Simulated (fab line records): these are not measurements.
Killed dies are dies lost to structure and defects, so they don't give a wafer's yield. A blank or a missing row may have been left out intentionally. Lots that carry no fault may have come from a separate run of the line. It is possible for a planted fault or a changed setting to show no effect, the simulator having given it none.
Struck lot and sound lot, side by side | flow n5Finfet | 14 out of 1938 route steps
Sound: the wafers L346.3, L346.4, L346.5. Struck: wafer L342.5 (left out: L342.6, a lot-mate that was not struck); the cause follows at the end.
Order at every step that has rows: each side's tool, ch and its chambers, its first start. Under that, the readings that differ: sound wafers | struck wafers | difference of the means | sigmas: that difference in standard deviations of wafers without a fault.
alike: readings with means less than 2 such deviations apart, plus words and numbers identical on both sides. not compared: withheld readings, readings lacking a value on some wafer, bounds such as >300 that could conceal the same value, and numbers that have no deviation in the record and whose values overlap.
The two part at a step that has a row with sigmas, a row that says differs or no value, or rows on one side only. When numbers do not overlap yet have no deviation, they are printed without sigmas and do not part them. A reading missing from all wafers of one side parts the sides only when that side holds two or more wafers.

first, 3 steps without rows for these wafers: N5_BEOL_M14_PRECLEAN_39 (cleans in residue remover, time 60 s); N5_BEOL_M14_SRD_40 (time 30 s, dry time 30 s); N5_BEOL_M14_DEGAS_41 (time 60 s).
N5_BEOL_M14_PRE_CLEAN_42: time 30 s.
  sound on pvdSputter-03, day 15 22:13; struck on pvdSputter-01, day 14 11:55
  alike: heaterPowerW
then, 1 step without rows for these wafers: N5_BEOL_M14_SPUTTER_43 (material TaN, target thk 15 nm, time 24.19 s).
N5_BEOL_M14_SPUTTER_44: material Ta, target thk 15 nm, time 24.19 s.
  sound on pvdSputter-03, day 15 22:20; struck on pvdSputter-01, day 14 12:04
  alike: throttleValvePct
N5_BEOL_M14_SPUTTER_45: material Cu, target thk 100 nm, time 16.67 s.
  sound on pvdSputter-03, day 15 22:25; struck on pvdSputter-01, day 14 12:08
  alike: throttleValvePct
then, 1 step without rows for these wafers: N5_BEOL_M14_ECD_47 (material Cu, target thk 1248 nm).
N5_BEOL_M14_ANNEAL_48: time 90 s.
  sound on rtpAnneal-01 ch 0, day 15 22:49; struck on rtpAnneal-01 ch 0, day 14 12:35
  alike: wafer_temp_C_max
N5_BEOL_M14_CMP_49: polishes, stops on SiO2, t overpolish 5.2 s, target thk 560 nm.
  sound on cmp-03 ch 0,1,3, day 15 23:04; struck on cmp-02 ch 3, day 14 12:51
  alike: barrierFieldEndpointS, edgeZonePressureFrac, motorCurrentA, overpolishRunS, timeToEndpointS
N5_BEOL_M14_THK_MEAS_50: measures by xrf.
  sound on filmMetro-01, day 15 23:19; struck on filmMetro-01, day 14 13:00
  alike: M14_THK
then, 1 step without rows for these wafers: N5_BEOL_M14_PRE_CLEAN_52 (time 15 s).
N5_BEOL_M14_DEP_53: deposits SiCN from 3MS/NH3, target thk 50 nm, time 17.8 s.
  sound on pecvd-03 ch 0,2, day 15 23:23; struck on pecvd-02 ch 0, day 14 13:05
reading                                  | sound          | struck | difference | sigmas
throttleValvePct (%)                     | 16.0 16.0 17.4 | 19.1   | +2.6       | +2
model.SiCN_of_BEOL_M14_DEP_53.thkNm (nm) | 50.2 51.2 51.4 | 38.6   | -12.3      | 
  alike: showerheadPlenumPTorr, showerheadVppV
N5_BEOL_M14_RS_MEAS_54: measurement is done with a four-point probe.
  sound on filmMetro-02, day 15 23:26; struck on filmMetro-02, day 14 13:08
  alike: M14_RS

WHERE THEY PART
Only at N5_BEOL_M14_DEP_53, as far as this record shows. Later steps at which nothing parts them and some readings are alike: N5_BEOL_M14_RS_MEAS_54.

WHY: what had been put in by the simulator
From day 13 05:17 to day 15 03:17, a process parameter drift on pecvd-02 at N5_BEOL_M14_DEP_53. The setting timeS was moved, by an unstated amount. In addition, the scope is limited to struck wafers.
